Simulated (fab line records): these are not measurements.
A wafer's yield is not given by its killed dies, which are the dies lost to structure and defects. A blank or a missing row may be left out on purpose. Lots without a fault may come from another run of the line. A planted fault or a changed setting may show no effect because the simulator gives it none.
Lot-split experiment -- flow n5Finfet -- 7 lots, 21 wafers read, on a route of 1938 steps

## ON THE SPLIT
At N5_BEOL_M1_EXPOSE_25 (exposes mask V0, defocus 5 nm, target cd 24 nm), the setting doseMj was moved away from the recipe's 63 on 5 of the 21 wafers read, by -6.3% to -4.4%. All remaining wafers had this setting at the recipe value.

## FROM THE SPLIT TO THE READING: what the file shows between them, 2 steps
- N5_BEOL_M1_PEB_26: peb time 60 s
- N5_BEOL_M1_DEVELOP_27: develop time 30 s

## THE READING
cdNm, in nm, at N5_BEOL_M1_CD_MEAS_28 (target cd y 23.3 nm). On this fab line, fault-free wafers typically give 24.05 nm with a standard deviation of 0.25 nm.

wafer,"tool, chamber at the split",doseMj as run,against the recipe,"cdNm, nm",against lot-mates on the recipe
L080.2,"euvScanner-02, 0",59.54,-5.5%,22.83,-1.16
L080.3,"euvScanner-02, 0",63,recipe,24.00,-
L080.4,"euvScanner-02, 0",63,recipe,23.98,-
L085.3,"euvScanner-02, 0",63,recipe,23.84,-
L085.5,"euvScanner-02, 0",59.22,-6.0%,22.35,-1.46
L085.6,"euvScanner-02, 0",63,recipe,23.78,-
L088.2,"euvScanner-01, 0",59.26,-5.9%,22.77,-1.24
L088.3,"euvScanner-01, 0",63,recipe,23.94,-
L088.5,"euvScanner-01, 0",63,recipe,24.08,-
L089.3,"euvScanner-01, 0",63,recipe,23.94,-
L089.4,"euvScanner-01, 0",63,recipe,24.36,-
L089.6,"euvScanner-01, 0",63,recipe,24.00,-
L090.1,"euvScanner-01, 0",59,-6.3%,22.43,-1.62
L090.4,"euvScanner-01, 0",63,recipe,23.78,-
L090.5,"euvScanner-01, 0",63,recipe,24.32,-
L091.2,"euvScanner-02, 0",63,recipe,24.19,-
L091.5,"euvScanner-02, 0",63,recipe,23.96,-
L091.6,"euvScanner-02, 0",63,recipe,24.40,-
L095.1,"euvScanner-01, 0",60.21,-4.4%,23.47,-0.35
L095.2,"euvScanner-01, 0",63,recipe,23.81,-
L095.4,"euvScanner-01, 0",63,recipe,23.83,-

THE FIT
A straight line over all 21 wafers: cdNm changes by +0.227 nm for each +1% of doseMj; r = +0.93; the points scatter about the line by 0.23 nm.
The same after taking each lot's own level away (the mean of its wafers on the recipe; 21 wafers): +0.215 nm for each +1%; r = +0.94; scatter 0.21 nm.
Per that fit: largest doseMj move, reading shift of 1.4 nm.
The lots' own levels span 23.810 to 24.183 nm, that is 1.5 times the standard deviation above.
The two slopes are in agreement: the lot-to-lot level therefore moves the slope only a little.
Check: -1.26 nm against its lot-mates is what the line predicts for one of the wafers moved furthest among these (-6.3%) when that wafer is left out of the fit. Against them it came out at -1.62 nm.

## THESE WAFERS: OTHER SPLITS
These wafers also went through other splits before the reading. Each is held against what the fit with the lots' levels taken away leaves over:
other split on the same wafers,wafers away from the commonest value,r with cdNm (lot level and that fit taken away)
N5_MOL_CONTACT_COAG_ETCHBACK_135 timeS,9,+0.37
N5_MOL_CONTACT_COAG_VIA_ETCH_46 biasW,8,+0.18
N5_BEOL_M0_SAQP_EXPOSE_11 doseMj,9,-0.15
N5_BEOL_M0_SAQP_ETCH_84 timeS,6,+0.09
N5_BEOL_M0_SAQP_ETCH_107 biasW,9,-0.39
N5_BEOL_M1_HM_DEP_02 targetThkA,2,+0.13
N5_BEOL_M1_COAT_61 spinRpm,7,-0.23

## THE WHOLE CHAIN: every reading that the file lists as answering this split, in the file's order
step,what it does,reading,change (the file's fit),r (the file's)
N5_BEOL_M1_CD_MEAS_28,target cd y 23.3 nm,cdNm,+0.213 nm for each +1% of the setting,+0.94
N5_BEOL_M1_VIA_ETCH_34,"etches the open film in C4F6/O2, target depth 67.8 nm, time 64.4 s","BEOL_M1.cdNm (the simulator's own value, which no gauge read)",+0.222 nm for each +1% of the setting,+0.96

## THE FILE'S OWN FIT
cdNm changes by +0.213 nm for each +1% of doseMj, r = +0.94.
